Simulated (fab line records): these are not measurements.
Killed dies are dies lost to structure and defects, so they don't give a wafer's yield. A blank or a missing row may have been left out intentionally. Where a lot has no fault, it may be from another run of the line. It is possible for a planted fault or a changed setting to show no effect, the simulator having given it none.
Split-lot trial	flow n5 finfet	route with 1938 steps; 7 lots, 21 wafers read

SPLIT DETAILS
At N5_BEOL_M11_ETCH_41 (etches SiCN in CH3F/O2, target depth 42.6 nm, time 86 s), the setting time s was moved away from the recipe's 86 s on 5 of the 21 wafers read, by -20.3% to +14.6%. This setting was run at the recipe's value on the other wafers.

Reading taken at the split's own step.

THE READING
etch.depth nm (the simulator's own value, which no gauge read), in nm, at N5_BEOL_M11_ETCH_41 (etches SiCN in CH3F/O2, target depth 42.6 nm, time 86 s). No usual value for it is given in the file. Average 32.78 nm, standard deviation 0.84 nm, over the 16 wafers here run with the recipe.

wafer	tool, chamber at the split	time s as run, s	against the recipe	etch.depth nm, nm	against lot-mates on the recipe
L077.2	rie diel-06, 1	86	recipe	32.19	-
L077.3	rie diel-06, 2	86	recipe	32.35	-
L077.5	rie diel-06, 2	86	recipe	32.31	-
L083.1	rie diel-02, 0	86	recipe	33.2	-
L083.4	rie diel-02, 1	86	recipe	33.29	-
L083.5	rie diel-02, 0	68.5	-20.3%	26.51	-6.74
L085.1	rie diel-05, 0	86	recipe	34.13	-
L085.2	rie diel-05, 3	86	recipe	31.17	-
L085.4	rie diel-05, 1	86	recipe	33.63	-
L086.3	rie diel-06, 3	76.06	-11.6%	29.34	no lot-mate on the recipe
L086.4	rie diel-06, 1	76.06	-11.6%	29.59	no lot-mate on the recipe
L086.6	rie diel-06, 0	76.06	-11.6%	28.25	no lot-mate on the recipe
L089.1	rie diel-02, 0	86	recipe	32.51	-
L089.5	rie diel-02, 3	86	recipe	33.6	-
L089.6	rie diel-02, 2	98.53	+14.6%	36.92	+3.87
L095.1	rie diel-02, 0	86	recipe	32.51	-
L095.2	rie diel-02, 2	86	recipe	32.34	-
L095.6	rie diel-02, 3	86	recipe	33.51	-
L094.2	rie diel-05, 2	86	recipe	32.72	-
L094.3	rie diel-05, 1	86	recipe	33.82	-
L094.4	rie diel-05, 3	86	recipe	31.25	-

THE FIT
A straight line over all 21 wafers: etch.depth nm changes by +0.307 nm for each +1% of time s; r = +0.94; the points scatter about the line by 0.81 nm.
The same after taking each lot's own level away (the mean of its wafers on the recipe; 18 wafers): +0.308 nm for each +1%; r = +0.92; scatter 0.8 nm.
That fit puts the effect of the largest move of time s on the reading at 6.3 nm.
From 32.283 to 33.245 nm: that is the span of the lots' own levels, equal to 1.1 times the standard deviation above.
The two slopes agree, so the slope changes little with the lot-to-lot level.
Check: with one of the wafers moved furthest among these (-20.3%) left out of the fit, the line predicts -5.4 nm for it against its lot-mates. Against them it came out at -6.74 nm.

THESE WAFERS: OTHER SPLITS
Other splits were also applied to these wafers ahead of the reading. Each is held against what the fit with the lots' levels taken away leaves over:
other split on the same wafers	wafers away from the commonest value	r with etch.depth nm (lot level and that fit taken away)
N5_BEOL_M9_EXPOSE_08 dose mj	9	+0.10
N5_BEOL_M10_COAT_60 spin rpm	5	+0.04
N5_BEOL_M10_COAT_05 spin rpm	2	+0.13
N5_BEOL_M10_ETCH_41 source w	10	-0.05
N5_BEOL_M11_ETCH_66 time s	11	+0.08

THE FILE'S OWN FIT
etch.depth nm changes by +0.309 nm for each +1% of time s, r = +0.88.
